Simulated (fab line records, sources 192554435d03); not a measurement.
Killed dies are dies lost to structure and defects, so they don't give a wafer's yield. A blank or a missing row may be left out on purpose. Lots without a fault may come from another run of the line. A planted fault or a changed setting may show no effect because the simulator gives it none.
A struck lot beside a sound one | flow n5_finfet | 26 steps out of a route of 1938
Sound: wafers L640.2, L640.6. Struck: wafers L628.1, L628.2, L628.4. The cause comes at the end.
At each step with rows: each side's tool, then ch and its chambers, then its first start. Under that, the readings that differ: sound wafers | struck wafers | difference of the means | sigmas: that difference in standard deviations of wafers without a fault.
alike: readings whose means differ by less than 2 such deviations, and words and numbers that are the same on both sides. not compared: withheld readings, readings that some wafer has no value for, bounds like >300 that may hide the same value, and numbers for which the record gives no deviation and whose values overlap.
The two part at a step that has a row with sigmas, a row that says differs or no value, or rows on one side only. Numbers that don't overlap but have no deviation are shown without sigmas and don't part them. A reading that every wafer of one side lacks parts them only if that side has two wafers or more.

first, 11 steps without rows for these wafers: N5_STI_FIN_REVEAL_DENSIFY_02 (time 1800 s); N5_STI_FIN_REVEAL_CMP_04 (polishes, stops on Si3N4, t overpolish 4 s, target thk 131.83 nm); N5_STI_FIN_REVEAL_DENSIFY_30; N5_STI_FIN_REVEAL_ETCHBACK_08 (etches SiO2 in C4F6/O2, target depth 30.5 nm, time 10.167 s); N5_STI_FIN_REVEAL_STRIP_24 (strips in N2/H2, time 90 s); N5_STI_FIN_REVEAL_PRECLEAN_25 (cleans in SPM, time 90 s); N5_STI_FIN_REVEAL_PRECLEAN_26 (cleans in SC1, time 45 s); N5_STI_FIN_REVEAL_PRECLEAN_29 (cleans in DHF, time 30 s); N5_STI_FIN_REVEAL_SRD_12 (time 30 s); N5_STI_FIN_REVEAL_RECESS_09 (chemistry HF/NH3, target SiO2, afs cycles 11, target depth 42.5 nm, sublimation time 60 s); N5_STI_FIN_REVEAL_STRIP_16 (strips SiNx in H3PO4, target depth 23.8 nm).
N5_STI_FIN_REVEAL_PRECLEAN_17: cleans in NF3:NH3, afs cycles 1, time 20 s, sublimation time 60 s.
  sound on remote_plasma-02 ch 1, day 8 08:02; struck on remote_plasma-02 ch 0, day 5 08:39
  reading                | sound         | struck               | difference | sigmas
  sublimation_temp_c (C) | 180.20 180.04 | 179.67 179.89 179.78 | -0.34      | -2
then, 10 steps without rows for these wafers: N5_STI_FIN_REVEAL_ETCH_34 (etches Si in H2, material Si, target depth 0.97 nm); N5_STI_FIN_REVEAL_OXIDATION_31 (chemistry O2 PLASMA REMOTE, time 20 s); N5_STI_FIN_REVEAL_PRECLEAN_32 (cleans in NF3:NH3, afs cycles 1, time 20 s, sublimation time 60 s); N5_STI_FIN_REVEAL_STRIP_35 (strips Si3N4 in H3PO4, target depth 4 nm, time 39 s); N5_STI_FIN_REVEAL_SRD_21 (time 30 s); N5_STI_FIN_REVEAL_OXIDATION_33 (chemistry O2 PLASMA REMOTE, time 20 s); N5_STI_FIN_REVEAL_CLEAN_19 (cleans in O3/DIW, time 120 s); N5_STI_FIN_REVEAL_SRD_23 (time 30 s); N5_STI_FIN_REVEAL_PRECLEAN_18 (cleans in SC2, time 45 s); N5_STI_FIN_REVEAL_SRD_28 (time 30 s).
N5_STI_FIN_REVEAL_INSPECT_13: inspects for defects (darkfield).
  sound on defect_inspect-02, day 8 08:54; struck on defect_inspect-01, day 5 09:33
  reading          | sound | struck      | difference | sigmas
  raw_defect_count | 7 12  | 306 273 301 | +284       | +49
then, 1 step without rows for these wafers: N5_DUMMY_GATE_PRECLEAN_00 (cleans in O3/DIW, time 60 s).
-- the record jumps here: 7 days lie between the struck wafers' starts before and after (it left off in module DUMMY_GATE and takes up again in module BEOL_M4, whose first step shown is number 1111 of the route) --
N5_BEOL_M4_RC_MEAS_101:
  sound on prober-01 ch 0, day 15 13:37; struck on prober-01 ch 0, day 12 11:34
  alike: DIBL_N, DIBL_P, IOFF_N, IOFF_P, ION_N, ION_P, SS_N, SS_P, VT_N, VT_P
-- the record jumps here: 5 days lie between the struck wafers' starts before and after (it left off in module BEOL_M4 and takes up again in module PASSIVATION, whose first step shown is number 1936 of the route) --
N5_PASSIVATION_PROBE_49:
  the record has rows for the struck wafers here (prober-02, day 17 01:08) and none for the sound ones

WHERE THEY PART
First at N5_STI_FIN_REVEAL_PRECLEAN_17; last, within this record, at N5_PASSIVATION_PROBE_49.

WHY: what the simulator had put in
Chamber particle source: remote_plasma-02, from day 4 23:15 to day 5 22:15, at N5_STI_FIN_REVEAL_PRECLEAN_17. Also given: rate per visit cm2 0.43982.
